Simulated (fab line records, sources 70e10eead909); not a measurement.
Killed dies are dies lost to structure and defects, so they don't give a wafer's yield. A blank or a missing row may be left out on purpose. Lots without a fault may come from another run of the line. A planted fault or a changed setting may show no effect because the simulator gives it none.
fab line records | flow nand_harc
record lots=24 wafers=72 last_day=25
route steps=1159 shown A_CONTACT@885
lots that met no fault: from a run of the same line without faults
start_h: hours from the record's first day to the start of the lot's first wafer shown | wait_h: hours since the lot's step before | " the same as in the row above | L1.1+2: a row that stands for several wafers | - no value, or no start given | * or withheld: withheld | < > ~ a bound
route shown NAME@n: a module of which the file shows steps, and the number in the route of the first | usual: mean/standard deviation of fault-free wafers | same: alike in all rows | chamber/n: place in a boat | sites: the reading at each site | _std_site: their standard deviation | _edge_site: outer sites' mean less inner sites' | radius_mm: how far each site lies from the wafer's centre | mask NAME#n: copy n | behind: the tool/chamber that last shaped the wafer | hold: why the lot was held/for how many hours/how that ended | device: the transistor (n, p or np) that didn't switch | end of line: the same wafers' tests at the end of the route | a step without rows: its recipe alone | killed: dies lost to structure and defects at the first sort, not the wafer's yield | map: a wafer's dies, x killed, . not, _ none there
set.NAME: the setting as run; set.NAME@STEP: as run at that earlier step | model.NAME: the simulator's own value behind a step, which no gauge read
steps of the route over a sample of lots; a table a step, a row a wafer
services: from which hour (start_h, from the record's first day; less than 0 if before it) a tool's chamber was out of use, for how many hours, and why
## steps
# step NHARC_A_CONTACT_DEP_58
# recipe target_thk_a=600 target_thk_nm=60 temp_c=400 pressure_torr=3.5 flow_sccm=200 rf_w=350 material=SiON
# usual heater_power_w=762/69 rf_fwd_power_W=348.6/1.1
# columns lot.wafer tool chamber start_h wait_h heater_power_w rf_fwd_power_W
L074.2 pecvd-01 1 376.71 1.4 699 349.4
L074.3 " 2 " " 685 349.1
L074.5 " 1 " " 702 349.4
L077.2 pecvd-01 0 378.44 1.2 673 346.6
L077.3 " 1 " " 752 349.4
L077.6 " 1 " " 788 348.6
L075.2 pecvd-03 2 381.92 1.2 845 347.2
L075.3 " 0 " " 694 348.7
L075.4 " 0 " " 709 348.2
L076.1 pecvd-03 2 386.23 1.4 869 349.1
L076.3 " 1 " " 923 349.6
L076.6 " 1 " " 914 348.8
L078.1 pecvd-03 2 391.09 1.5 813 350.1
L078.3 " 1 " " 915 347.5
L078.5 " 1 " " 918 347.7
L079.1 pecvd-04 0 413.65 1.5 681 347.6
L079.6 " 0 " " 665 347.0
L079.5 " 1 " " 794 349.1
L084.3 pecvd-03 0 419.94 0.9 775 347.6
L084.6 " 1 " " 888 347.5
L084.4 " 2 " " 813 347.3
L080.4 pecvd-04 2 426.05 0.9 737 348.3
L080.5 " 1 " " 738 348.0
L080.6 " 2 " " 716 347.2
L082.1 pecvd-03 1 430.55 1.5 862 349.6
L082.4 " 1 " " 885 349.3
L082.5 " 2 " " 803 348.8
L083.2 pecvd-04 0 432.33 1.2 708 350.6
L083.1 " 1 " " 771 348.0
L083.6 " 2 " " 683 347.0
L081.3 pecvd-03 1 436.34 0.9 856 350.1
L081.6 " 1 " " 857 349.5
L081.4 " 2 " " 777 347.7
L085.3 pecvd-03 2 443.50 0.9 819 349.6
L085.2 " 1 " " 887 348.8
L085.6 " 1 " " 911 350.5
L086.2 pecvd-01 2 444.56 1.2 672 347.8
L086.3 " 0 " " 776 349.9
L086.5 " 1 " " 718 347.7
L087.6 pecvd-01 1 447.75 0.1 820 348.4
L087.5 " 2 " " 683 347.7
L087.4 " 0 " " 744 349.9
L088.2 pecvd-01 1 457.25 1.5 847 349.5
L088.4 " 2 " " 639 349.2
L088.5 " 0 " " 702 349.4
L089.3 pecvd-04 2 470.97 0.9 693 348.4
L089.1 " 0 " " 597 348.8
L089.4 " 1 " " 688 348.1
L091.5 pecvd-01 2 471.07 0.4 765 348.9
L091.6 " 0 " " 766 348.8
L091.4 " 1 " " 801 349.4
L090.3 pecvd-01 2 476.75 0.9 733 348.1
L090.6 " 1 " " 834 348.3
L090.5 " 2 " " 742 348.6
L092.3 pecvd-01 2 478.47 0.9 742 349.5
L092.4 " 2 " " 739 349.1
L092.6 " 0 " " 688 349.1
L093.1 pecvd-01 1 484.16 1.5 783 348.2
L093.3 " 0 " " 726 349.1
L093.4 " 1 " " 779 348.3
L094.5 pecvd-04 2 484.58 0.4 694 348.6
L094.6 " 0 " " 698 347.2
L094.4 " 1 " " 797 347.2
L095.1 pecvd-04 2 512.88 1.4 691 347.4
L095.6 " 2 " " 705 349.5
L095.5 " 0 " " 709 349.5
L097.3 pecvd-03 0 514.78 1.0 779 348.4
L097.1 " 1 " " 821 348.2
L097.6 " 1 " " 817 349.6
L096.2 pecvd-03 2 518.22 1.2 855 346.7
L096.1 " 0 " " 786 348.2
L096.4 " 1 " " 768 349.5
# step NHARC_A_CONTACT_ETCH_75
# recipe target_depth_a=390 over_etch_frac=0.3 time_s=65 ion_energy_ev=80 cf4_flow_sccm=150 ar_flow_sccm=0 rf_w=300 bias_w=100 chemistry=CF4
# usual drypump_motor_current_A=5.9/0.62 oes_product_au=0.999/0.016 rf_fwd_power_W=297.5/1.2 rf_vpp_V=151.2/1.3 showerhead_plenum_p_Torr=1.76/0.078 throttle_valve_pct=13.285/0.0095
# columns lot.wafer tool chamber start_h wait_h drypump_motor_current_A oes_product_au rf_fwd_power_W rf_hours_counter_h rf_vpp_V showerhead_plenum_p_Torr throttle_valve_pct
L074.2 rie_diel-12 2 377.69 0.1 6.2 1.000 296.6 60 149.6 1.65 13.299
L074.3 " 1 " " 6.0 0.993 297.5 53 149.7 1.71 13.277
L074.5 " 3 " " 5.9 1.016 298.4 - 150.3 1.66 13.283
L077.2 rie_diel-11 0 379.41 0.1 5.9 0.996 295.9 0 153.1 1.87 13.276
L077.3 " 2 " " 4.8 0.983 298.5 0 150.2 1.72 13.283
L077.6 " 0 " " 5.9 0.989 296.3 - 152.5 1.87 13.284
L075.4 rie_diel-11 0 383.05 0.1 5.9 0.981 295.2 2 152.7 1.87 13.287
L075.2 " 1 " " 6.6 0.990 299.9 2 152.1 1.78 13.283
L075.3 " 2 " " 4.8 0.975 298.7 1 150.8 1.72 13.288
L076.3 rie_diel-11 2 387.23 0.1 4.8 0.982 298.7 3 151.6 1.72 13.266
L076.1 " 0 " " 6.0 0.981 294.1 3 152.5 1.87 13.282
L076.6 " 1 " " 6.6 0.985 298.0 - 152.3 1.78 13.291
L078.1 rie_diel-11 2 391.96 0.1 4.8 0.980 298.3 4 149.7 1.72 13.265
L078.3 " 0 " " 5.9 0.980 295.8 4 150.7 1.87 13.291
L078.5 " 2 " " 4.8 0.984 298.8 - 151.1 1.72 13.287
L079.1 rie_diel-11 1 414.64 0.1 6.6 0.994 297.8 6 152.0 1.78 13.287
L079.5 " 2 " " 4.8 0.968 297.4 - 150.5 1.71 13.289
L079.6 " 3 " " 6.3 1.022 298.5 - 151.3 1.73 13.289
L084.4 rie_diel-11 2 420.96 0.1 4.8 0.977 298.6 8 151.7 1.71 13.295
L084.3 " 3 " " 6.3 1.018 296.8 8 150.9 1.73 13.293
L084.6 " 2 " " 4.8 0.979 299.3 - 150.6 1.72 13.271
L080.4 rie_diel-13 2 427.00 0.1 6.4 1.018 296.8 53 148.6 1.64 13.307
L080.6 " 1 " " 5.3 1.003 299.6 - 153.5 1.83 13.282
L080.5 " 2 " " 6.4 1.033 295.9 - 149.9 1.64 13.293
L082.1 rie_diel-12 3 431.43 0.1 5.9 0.990 298.7 15 149.3 1.65 13.284
L082.4 " 0 " " 5.1 1.016 298.0 14 153.0 1.89 13.288
L082.5 " 2 " " 6.2 1.004 296.0 - 150.0 1.65 13.288
L083.2 rie_diel-12 0 433.33 0.1 5.1 1.007 298.4 15 153.7 1.89 13.288
L083.1 " 2 " " 6.2 1.008 297.4 15 150.5 1.65 13.280
L083.6 " 0 " " 5.1 1.019 297.1 - 152.0 1.89 13.281
L081.3 rie_diel-13 3 437.21 0.1 6.3 1.011 296.7 62 153.5 1.82 13.272
L081.4 " 0 " " 5.5 1.010 296.3 62 152.8 1.87 13.284
L081.6 " 2 " " 6.4 1.017 296.7 - 147.8 1.64 13.294
L085.3 rie_diel-13 0 444.66 0.2 5.5 1.012 298.9 66 152.9 1.87 13.276
L085.2 " 1 " " 5.3 1.008 297.4 61 151.6 1.82 13.282
L085.6 " 0 " " 5.5 1.017 298.2 - 152.0 1.87 13.264
L086.3 rie_diel-11 1 445.58 0.1 6.6 1.004 296.9 15 150.8 1.78 13.274
L086.2 " 3 " " 6.3 1.010 298.3 13 151.4 1.73 13.278
L086.5 " 1 " " 6.6 1.004 297.8 - 151.1 1.78 13.295
L087.4 rie_diel-12 2 448.86 0.2 6.2 1.008 297.0 - 148.6 1.65 13.283
L087.5 " 3 " " 6.0 0.992 298.8 - 150.8 1.65 13.290
L087.6 " 0 " " 5.1 1.027 296.8 - 152.4 1.88 13.275
L088.2 rie_diel-12 1 458.21 0.1 6.0 1.009 297.4 24 151.2 1.70 13.276
L088.4 " 2 " " 6.2 1.009 297.2 24 149.0 1.65 13.287
L088.5 " 2 " " 6.2 1.002 295.9 - 148.7 1.65 13.292
L089.3 rie_diel-11 0 471.93 0.1 5.9 0.978 295.4 19 152.2 1.86 13.313
L089.4 " 1 " " 6.6 0.990 297.4 20 149.8 1.77 13.290
L089.1 " 2 " " 4.8 0.968 299.6 19 151.2 1.71 13.285
L091.4 rie_diel-13 0 472.10 0.1 5.5 1.020 296.6 3 154.1 1.87 13.283
L091.5 " 1 " " 5.3 0.997 297.1 - 153.0 1.82 13.272
L091.6 " 2 " " 6.4 1.017 297.0 - 153.0 1.91 13.280
L090.3 rie_diel-11 0 477.74 0.1 5.9 0.973 296.4 21 152.5 1.86 13.266
L090.6 " 1 " " 6.6 0.999 296.1 - 151.4 1.77 13.298
L090.5 " 2 " " 4.8 0.971 298.6 - 151.6 1.71 13.281
L092.3 rie_diel-11 3 479.45 0.1 6.3 1.012 297.3 21 150.1 1.72 13.295
L092.4 " 0 " " 5.9 0.990 295.8 22 152.7 1.86 13.292
L092.6 " 3 " " 6.3 1.022 297.4 - 149.9 1.72 13.282
L093.1 rie_diel-11 2 485.31 0.2 4.8 0.972 297.8 22 149.8 1.71 13.277
L093.4 " 0 " " 6.0 0.984 294.9 23 153.2 1.86 13.282
L093.3 " 1 " " 6.6 0.991 297.9 23 151.2 1.77 13.290
L094.4 rie_diel-11 1 485.73 0.2 6.6 0.987 298.7 24 152.3 1.77 13.289
L094.5 " 1 " " 6.6 0.997 298.2 - 150.1 1.77 13.280
L094.6 " 2 " " 4.8 0.969 299.5 - 150.8 1.71 13.287
L095.1 rie_diel-11 2 513.90 0.1 4.8 0.982 299.5 26 150.5 1.71 13.277
L095.6 " 2 " " 4.8 0.968 298.5 - 150.9 1.71 13.268
L095.5 " 3 " " 6.3 1.015 297.6 - 150.1 1.72 13.277
L097.3 rie_diel-11 3 515.77 0.1 6.3 1.019 300.0 28 152.0 1.72 13.267
L097.1 " 2 " " 4.8 0.982 297.7 27 149.8 1.71 13.300
L097.6 " 3 " " 6.3 1.010 299.3 - 152.3 1.72 13.268
L096.1 rie_diel-11 2 519.06 0.1 4.8 0.982 297.6 28 150.5 1.71 13.295
L096.2 " 3 " " 6.3 1.017 297.1 28 152.3 1.72 13.290
L096.4 " 1 " " 6.6 1.003 298.9 29 153.3 1.77 13.287
# step NHARC_A_CONTACT_ETCH_129
# recipe source_w=withheld pressure_mtorr=20 bias_v=1200 time_s=155 target_depth_a=9560 ar_flow_sccm=withheld c4f8_flow_sccm=withheld o2_flow_sccm=withheld chemistry=C4F8/O2/Ar
# usual oes_air_line_au=1.003/0.021
# columns lot.wafer tool chamber start_h wait_h oes_air_line_au rf_hours_counter_h
L074.2 har_cap_etch-01 0 380.94 0.1 1.025 58
L074.3 " 1 " " 1.016 -
L074.5 " 1 " " 0.999 -
L077.2 har_cap_etch-02 0 381.28 0.1 0.998 13
L077.3 " 0 " " 1.034 -
L077.6 " 0 " " 0.961 -
L075.2 har_cap_etch-01 1 385.04 0.1 1.017 59
L075.4 " 0 " " 1.018 -
L075.3 " 1 " " 1.015 -
L076.1 har_cap_etch-03 0 389.03 0.1 0.992 87
L076.3 " 0 " " 0.982 -
L076.6 " 0 " " 0.952 -
L078.1 har_cap_etch-01 1 394.09 0.1 0.996 61
L078.3 " 0 " " 0.993 -
L078.5 " 1 " " 1.015 -
L079.1 har_cap_etch-02 1 416.55 0.1 1.012 17
L079.6 " 0 " " 0.993 -
L079.5 " 1 " " 1.032 -
L084.3 har_cap_etch-03 1 422.81 0.1 0.992 -
L084.4 " 0 " " 1.013 -
L084.6 " 1 " " 1.012 -
L080.4 har_cap_etch-02 0 428.86 0.1 1.015 -
L080.5 " 0 " " 1.045 -
L080.6 " 1 " " 0.993 -
L082.1 har_cap_etch-02 0 433.53 0.2 1.014 21
L082.4 " 0 " " 0.988 -
L082.5 " 1 " " 0.995 -
L083.2 har_cap_etch-01 1 435.13 0.1 1.013 67
L083.1 " 0 " " 0.999 67
L083.6 " 1 " " 1.002 -
L081.3 har_cap_etch-03 1 439.25 0.1 1.007 -
L081.4 " 0 " " 0.981 -
L081.6 " 0 " " 0.974 -
L085.2 har_cap_etch-03 0 446.54 0.1 1.031 96
L085.3 " 0 " " 1.000 -
L085.6 " 1 " " 1.008 -
L086.2 har_cap_etch-01 1 447.41 0.1 1.036 71
L086.3 " 0 " " 0.991 -
L086.5 " 1 " " 1.038 -
L087.4 har_cap_etch-02 0 450.89 0.1 1.022 -
L087.5 " 0 " " 1.060 -
L087.6 " 1 " " 0.991 -
L088.2 har_cap_etch-01 0 460.09 0.1 1.006 73
L088.4 " 1 " " 0.988 -
L088.5 " 1 " " 0.990 -
L089.1 har_cap_etch-01 1 473.76 0.1 1.016 75
L089.4 " 1 " " 0.961 -
L089.3 " 0 " " 0.966 -
L091.4 har_cap_etch-02 0 475.25 0.1 0.990 -
L091.5 " 1 " " 1.062 -
L091.6 " 0 " " 0.995 -
L090.3 har_cap_etch-02 0 479.57 0.1 1.006 -
L090.6 " 0 " " 1.007 -
L090.5 " 1 " " 0.988 -
L092.4 har_cap_etch-03 0 481.51 0.1 1.016 -
L092.3 " 1 " " 0.998 -
L092.6 " 1 " " 0.993 -
L093.1 har_cap_etch-03 0 487.42 0.1 0.996 104
L093.4 " 1 " " 1.023 -
L093.3 " 0 " " 1.000 -
L094.4 har_cap_etch-01 0 487.93 0.1 0.991 -
L094.6 " 1 " " 0.987 -
L094.5 " 0 " " 0.979 -
L095.1 har_cap_etch-02 0 515.73 0.1 0.975 35
L095.5 " 1 " " 0.993 -
L095.6 " 0 " " 0.996 -
L097.1 har_cap_etch-01 0 517.77 0.1 1.006 81
L097.3 " 0 " " 1.025 -
L097.6 " 0 " " 1.017 -
L096.1 har_cap_etch-03 0 520.86 0.1 0.976 109
L096.2 " 1 " " 1.016 109
L096.4 " 1 " " 1.015 -
# step NHARC_A_CONTACT_ETCH_131
# recipe source_w=withheld pressure_mtorr=20 bias_v=1200 time_s=155 target_depth_a=9560 ar_flow_sccm=withheld c4f8_flow_sccm=withheld o2_flow_sccm=withheld chemistry=C4F8/O2/Ar
# usual oes_air_line_au=1.003/0.02
# columns lot.wafer tool chamber start_h wait_h oes_air_line_au rf_hours_counter_h
L074.2 har_cap_etch-01 0 381.23 0.1 1.013 58
L074.3 " 1 " " 0.987 -
L074.5 " 1 " " 0.971 -
L077.2 har_cap_etch-02 0 381.57 0.1 0.952 13
L077.3 " 0 " " 0.977 -
L077.6 " 0 " " 0.988 -
L075.2 har_cap_etch-01 1 385.32 0.1 1.030 60
L075.4 " 0 " " 1.010 -
L075.3 " 1 " " 1.015 -
L076.1 har_cap_etch-03 0 389.32 0.1 0.989 87
L076.3 " 0 " " 0.987 -
L076.6 " 0 " " 1.028 -
L078.1 har_cap_etch-01 1 394.37 0.1 1.015 62
L078.3 " 0 " " 1.027 -
L078.5 " 1 " " 1.026 -
L079.1 har_cap_etch-02 1 416.84 0.1 1.012 17
L079.6 " 0 " " 1.017 -
L079.5 " 1 " " 1.010 -
L084.3 har_cap_etch-03 1 423.09 0.1 1.002 -
L084.4 " 0 " " 0.996 -
L084.6 " 1 " " 1.010 -
L080.4 har_cap_etch-02 0 429.14 0.1 0.999 -
L080.5 " 0 " " 0.981 -
L080.6 " 1 " " 0.980 -
L082.1 har_cap_etch-02 0 433.91 0.2 1.005 21
L082.4 " 0 " " 0.995 -
L082.5 " 1 " " 0.986 -
L083.2 har_cap_etch-01 1 435.42 0.1 0.982 67
L083.1 " 0 " " 1.007 67
L083.6 " 1 " " 0.973 -
L081.3 har_cap_etch-03 1 439.53 0.1 1.058 -
L081.4 " 0 " " 1.022 -
L081.6 " 0 " " 0.972 -
L085.2 har_cap_etch-03 0 446.82 0.1 1.005 96
L085.3 " 0 " " 0.988 -
L085.6 " 1 " " 0.997 -
L086.2 har_cap_etch-01 1 447.69 0.1 0.960 71
L086.3 " 0 " " 0.988 -
L086.5 " 1 " " 1.004 -
L087.4 har_cap_etch-02 0 451.17 0.1 0.996 -
L087.5 " 0 " " 0.995 -
L087.6 " 1 " " 0.996 -
L088.2 har_cap_etch-01 0 460.38 0.1 1.018 73
L088.4 " 1 " " 1.013 -
L088.5 " 1 " " 1.003 -
L089.1 har_cap_etch-01 1 474.04 0.1 1.012 75
L089.4 " 1 " " 1.000 -
L089.3 " 0 " " 1.020 -
L091.4 har_cap_etch-02 0 475.53 0.1 0.985 -
L091.5 " 1 " " 1.010 -
L091.6 " 0 " " 1.030 -
L090.3 har_cap_etch-02 0 479.85 0.1 1.066 -
L090.6 " 0 " " 1.021 -
L090.5 " 1 " " 0.992 -
L092.4 har_cap_etch-03 0 481.79 0.1 1.007 -
L092.3 " 1 " " 1.025 -
L092.6 " 1 " " 1.011 -
L093.1 har_cap_etch-03 0 487.70 0.1 1.000 104
L093.4 " 1 " " 0.990 -
L093.3 " 0 " " 1.012 -
L094.4 har_cap_etch-01 0 488.24 0.1 1.002 -
L094.6 " 1 " " 0.996 -
L094.5 " 0 " " 1.024 -
L095.1 har_cap_etch-02 0 516.01 0.1 1.016 35
L095.5 " 1 " " 1.020 -
L095.6 " 0 " " 0.995 -
L097.1 har_cap_etch-01 0 518.06 0.1 1.017 82
L097.3 " 0 " " 1.031 -
L097.6 " 0 " " 0.986 -
L096.1 har_cap_etch-03 0 521.14 0.1 0.996 109
L096.2 " 1 " " 1.011 109
L096.4 " 1 " " 0.973 -
# step NHARC_A_CONTACT_ETCH_88
# recipe target_depth_a=390 over_etch_frac=0.3 time_s=65 ion_energy_ev=80 cf4_flow_sccm=150 ar_flow_sccm=0 rf_w=300 bias_w=100 chemistry=CF4
# usual drypump_motor_current_A=5.9/0.59 oes_product_au=1.000/0.017 rf_fwd_power_W=297.3/1.3 rf_vpp_V=151.2/1.3 showerhead_plenum_p_Torr=1.76/0.082 throttle_valve_pct=13.284/0.0098
# columns lot.wafer tool chamber start_h wait_h drypump_motor_current_A oes_product_au rf_fwd_power_W rf_hours_counter_h rf_vpp_V showerhead_plenum_p_Torr throttle_valve_pct
L074.3 rie_diel-11 2 385.73 0.1 4.8 0.979 299.1 2 151.9 1.72 13.290
L074.2 " 3 " " 6.3 1.017 297.1 3 150.1 1.73 13.282
L074.5 " 1 " " 6.6 0.994 300.1 - 151.4 1.78 13.284
L077.2 rie_diel-13 2 386.33 0.1 6.4 1.004 296.2 38 148.8 1.64 13.269
L077.3 " 0 " " 5.5 1.012 299.1 43 152.9 1.88 13.297
L077.6 " 3 " " 6.3 1.006 297.6 - 151.8 1.83 13.287
L075.3 rie_diel-11 2 389.73 0.1 4.8 0.974 297.4 4 150.9 1.72 13.294
L075.2 " 3 " " 6.3 1.011 297.8 4 151.3 1.73 13.279
L075.4 " 0 " " 5.9 0.980 295.5 4 151.7 1.87 13.289
L076.3 rie_diel-12 3 394.99 0.1 6.0 0.991 297.8 2 150.2 1.66 13.275
L076.1 " 0 " " 5.1 1.007 297.8 2 152.4 1.89 13.284
L076.6 " 1 " " 6.1 1.009 298.3 - 149.4 1.70 13.279
L078.1 rie_diel-12 3 398.65 0.1 6.0 0.995 297.3 3 150.2 1.65 13.294
L078.3 " 1 " " 6.1 1.011 296.8 3 150.4 1.70 13.281
L078.5 " 0 " " 5.1 1.022 298.7 - 152.1 1.89 13.284
L079.1 rie_diel-13 1 424.84 0.1 5.3 0.999 296.2 53 151.8 1.83 13.314
L079.6 " 3 " " 6.3 1.023 297.6 - 154.1 1.83 13.290
L079.5 " 0 " " 5.5 1.018 297.9 - 152.7 1.87 13.278
L084.4 rie_diel-11 0 429.63 0.1 5.9 0.977 296.3 11 150.9 1.86 13.282
L084.3 " 2 " " 4.8 0.980 297.5 11 150.6 1.71 13.302
L084.6 " 0 " " 5.9 0.976 295.7 - 153.6 1.86 13.283
L080.4 rie_diel-12 0 438.70 0.1 5.1 1.021 299.3 16 151.4 1.89 13.287
L080.5 " 0 " " 5.1 1.017 298.9 - 152.1 1.89 13.296
L080.6 " 1 " " 6.1 1.023 297.0 - 149.8 1.70 13.275
L082.4 rie_diel-11 3 440.62 0.1 6.3 1.017 297.4 12 150.7 1.73 13.280
L082.1 " 0 " " 5.9 0.975 294.4 13 152.1 1.86 13.289
L082.5 " 2 " " 4.8 0.978 299.0 - 151.2 1.71 13.274
L083.1 rie_diel-11 1 442.45 0.1 6.6 0.996 295.1 13 151.8 1.78 13.270
L083.2 " 2 " " 4.8 0.970 299.3 13 151.4 1.71 13.269
L083.6 " 2 " " 4.8 0.979 298.9 - 152.9 1.71 13.277
L081.3 rie_diel-11 3 443.86 0.1 6.3 1.024 298.9 13 149.6 1.72 13.273
L081.4 " 1 " " 6.6 0.992 298.9 14 150.1 1.78 13.288
L081.6 " 2 " " 4.8 0.979 298.5 - 151.4 1.71 13.276
L085.2 rie_diel-11 3 452.18 0.1 6.3 1.019 298.5 15 151.5 1.72 13.301
L085.3 " 1 " " 6.6 0.997 298.1 16 151.1 1.78 13.286
L085.6 " 2 " " 4.8 0.961 297.5 - 152.0 1.71 13.276
L086.2 rie_diel-13 3 452.37 0.1 6.3 1.013 298.3 69 152.1 1.82 13.276
L086.3 " 1 " " 5.3 1.005 297.4 65 151.5 1.82 13.273
L086.5 " 3 " " 6.3 1.012 297.5 - 152.6 1.82 13.290
L087.4 rie_diel-11 2 455.67 0.1 4.8 0.973 297.4 16 150.2 1.71 13.286
L087.5 " 2 " " 4.8 0.967 296.3 - 149.7 1.71 13.290
L087.6 " 3 " " 6.3 1.020 297.6 - 150.1 1.73 13.296
L088.2 rie_diel-12 0 465.27 0.1 5.1 1.016 297.0 28 152.6 1.88 13.291
L088.4 " 1 " " 6.0 1.000 297.8 28 148.8 1.70 13.294
L088.5 " 0 " " 5.1 1.011 298.9 - 152.7 1.88 13.282
L089.1 rie_diel-13 1 482.21 0.1 5.3 1.012 296.2 8 151.3 1.82 13.296
L089.3 " 2 " " 6.4 1.014 296.8 9 154.0 1.91 13.289
L089.4 " 3 " " 6.3 1.021 295.8 8 152.3 1.82 13.288
L091.4 rie_diel-13 3 483.43 0.1 6.3 1.023 296.7 8 152.5 1.82 13.278
L091.5 " 0 " " 5.5 1.020 297.3 - 152.1 1.87 13.270
L091.6 " 1 " " 5.3 1.005 297.4 - 151.6 1.82 13.277
L090.3 rie_diel-11 3 486.89 0.4 6.3 1.019 298.2 23 152.3 1.72 13.276
L090.6 " 2 " " 4.8 0.977 299.8 - 151.6 1.71 13.291
L090.5 " 3 " " 6.3 1.017 297.6 - 151.7 1.72 13.272
L092.4 rie_diel-12 1 488.59 0.1 6.0 1.007 296.6 36 149.7 1.69 13.285
L092.3 " 0 " " 5.1 1.026 297.7 38 151.5 1.88 13.292
L092.6 " 1 " " 6.1 1.009 296.3 - 149.4 1.69 13.274
L093.4 rie_diel-11 1 492.58 0.1 6.6 0.997 298.7 25 151.7 1.77 13.289
L093.3 " 2 " " 4.8 0.971 297.2 24 150.6 1.71 13.294
L093.1 " 0 " " 5.9 0.993 295.1 25 152.2 1.86 13.269
L094.5 rie_diel-12 3 494.02 0.1 6.0 0.985 295.4 - 149.3 1.65 13.288
L094.6 " 1 " " 6.0 1.002 299.7 - 150.4 1.69 13.269
L094.4 " 2 " " 6.2 1.000 296.0 - 149.0 1.64 13.271
L095.1 rie_diel-12 1 524.19 1.5 6.0 1.006 296.7 51 150.9 1.69 13.267
L095.6 " 3 " " 5.9 0.989 294.6 - 149.8 1.64 13.275
L095.5 " 0 " " 5.1 1.015 298.4 - 153.7 1.88 13.283
L097.1 rie_diel-11 3 524.32 0.1 6.3 1.019 297.8 30 150.0 1.72 13.285
L097.3 " 0 " " 5.9 0.987 294.4 31 152.6 1.86 13.289
L097.6 " 0 " " 5.9 0.992 293.7 - 152.3 1.86 13.302
L096.4 rie_diel-11 3 525.92 0.1 6.3 1.008 297.2 31 151.8 1.72 13.288
L096.1 " 0 " " 5.9 0.982 296.6 32 152.1 1.86 13.276
L096.2 " 2 " " 4.8 0.967 299.4 29 149.7 1.71 13.281
# step NHARC_A_CONTACT_CVD_19
# recipe target_thk_a=3000 temp_c=300 pressure_torr=40 wf6_flow_sccm=40 h2_flow_sccm=1600 ar_flow_sccm=1560 time_s=802 material=W
# usual heater_power_w=455/21 throttle_valve_pct=7.7/0.41
# columns lot.wafer tool chamber start_h wait_h heater_power_w throttle_valve_pct
L074.2 cvd_w-02 0 - - 488 8.4
L074.3 " 1 " " 436 7.2
L074.5 " 0 " " 492 8.1
L077.2 cvd_w-02 0 - - 489 8.1
L077.3 " 0 " " 482 8.4
L077.6 " 1 " " 440 7.0
L075.2 cvd_w-01 1 - - 446 7.7
L075.3 " 0 " " 456 7.9
L075.4 " 1 " " 461 8.0
L076.1 cvd_w-01 0 - - 440 7.4
L076.3 " 0 " " 458 7.1
L076.6 " 0 " " 441 7.4
L078.1 cvd_w-01 1 - - 442 8.1
L078.3 " 1 " " 434 7.6
L078.5 " 1 " " 455 7.7
L079.1 cvd_w-01 0 - - 448 7.5
L079.6 " 0 " " 452 7.4
L079.5 " 1 " " 433 7.7
L084.4 cvd_w-01 1 - - 448 7.8
L084.3 " 0 " " 454 7.4
L084.6 " 0 " " 447 7.5
L080.4 cvd_w-01 0 - - 467 7.4
L080.6 " 1 " " 447 7.7
L080.5 " 0 " " 450 7.4
L082.1 cvd_w-02 0 - - 495 8.7
L082.4 " 1 " " 427 7.1
L082.5 " 0 " " 490 8.2
L083.2 cvd_w-01 0 - - 437 7.7
L083.1 " 1 " " 451 7.7
L083.6 " 0 " " 445 7.6
L081.3 cvd_w-01 1 - - 446 7.5
L081.4 " 0 " " 449 7.6
L081.6 " 0 " " 445 7.6
L085.2 cvd_w-02 1 - - 434 7.4
L085.3 " 0 " " 492 8.2
L085.6 " 0 " " 488 8.2
L086.2 cvd_w-01 1 - - 449 7.7
L086.3 " 1 " " 444 7.8
L086.5 " 0 " " 444 7.7
L087.4 cvd_w-02 0 - - 480 8.4
L087.5 " 1 " " 436 7.1
L087.6 " 0 " " 501 8.3
L088.2 cvd_w-01 0 - - 452 7.7
L088.4 " 1 " " 453 7.5
L088.5 " 0 " " 451 7.5
L089.1 cvd_w-02 0 - - 497 8.3
L089.3 " 1 " " 434 7.3
L089.4 " 0 " " 498 8.3
L091.4 cvd_w-02 0 - - 491 8.3
L091.5 " 0 " " 494 8.2
L091.6 " 1 " " 442 6.9
L090.3 cvd_w-02 1 - - 434 6.8
L090.6 " 1 " " 437 7.3
L090.5 " 0 " " 487 8.4
L092.4 cvd_w-02 1 - - 439 7.3
L092.3 " 0 " " 480 8.3
L092.6 " 1 " " 436 7.2
L093.1 cvd_w-01 1 - - 445 7.9
L093.4 " 1 " " 466 7.7
L093.3 " 0 " " 438 7.9
L094.4 cvd_w-01 1 - - 440 7.6
L094.5 " 0 " " 437 8.0
L094.6 " 1 " " 455 7.6
L095.1 cvd_w-01 0 - - 443 7.8
L095.6 " 1 " " 452 7.5
L095.5 " 0 " " 454 7.7
L097.1 cvd_w-02 1 - - 437 7.2
L097.3 " 0 " " 498 8.6
L097.6 " 1 " " 435 7.2
L096.1 cvd_w-01 1 - - 450 7.6
L096.2 " 0 " " 447 8.0
L096.4 " 0 " " 439 8.0
## services
# columns tool chamber start_h hours kind
rie_diel-11 0 356.30 4.6 repair
rie_diel-11 - 366.64 9.0 pm
rie_diel-11 0 366.64 9.0 vent_cycle
rie_diel-11 1 366.64 9.0 vent_cycle
rie_diel-11 2 366.64 9.0 vent_cycle
rie_diel-11 3 366.64 9.0 vent_cycle
rie_diel-11 0 375.64 - clean
rie_diel-11 1 375.64 - clean
rie_diel-11 2 375.64 - clean
rie_diel-11 3 375.64 - clean
pecvd-04 - 376.11 13.0 pm
pecvd-03 2 376.65 4.3 repair
cvd_w-02 - 379.42 13.0 pm
rie_diel-12 - 379.58 9.0 pm
pecvd-04 0 416.91 15.0 repair
pecvd-01 - 418.20 13.0 pm
rie_diel-12 0 424.00 7.0 repair
rie_diel-11 - 432.78 0.4 repair
rie_diel-12 1 447.06 3.3 repair
rie_diel-13 - 453.00 9.0 pm
pecvd-03 - 473.23 13.0 pm
cvd_w-01 - 478.08 13.0 pm
pecvd-04 - 490.51 1.0 repair
rie_diel-12 0 491.23 22.6 repair
## key
fault none
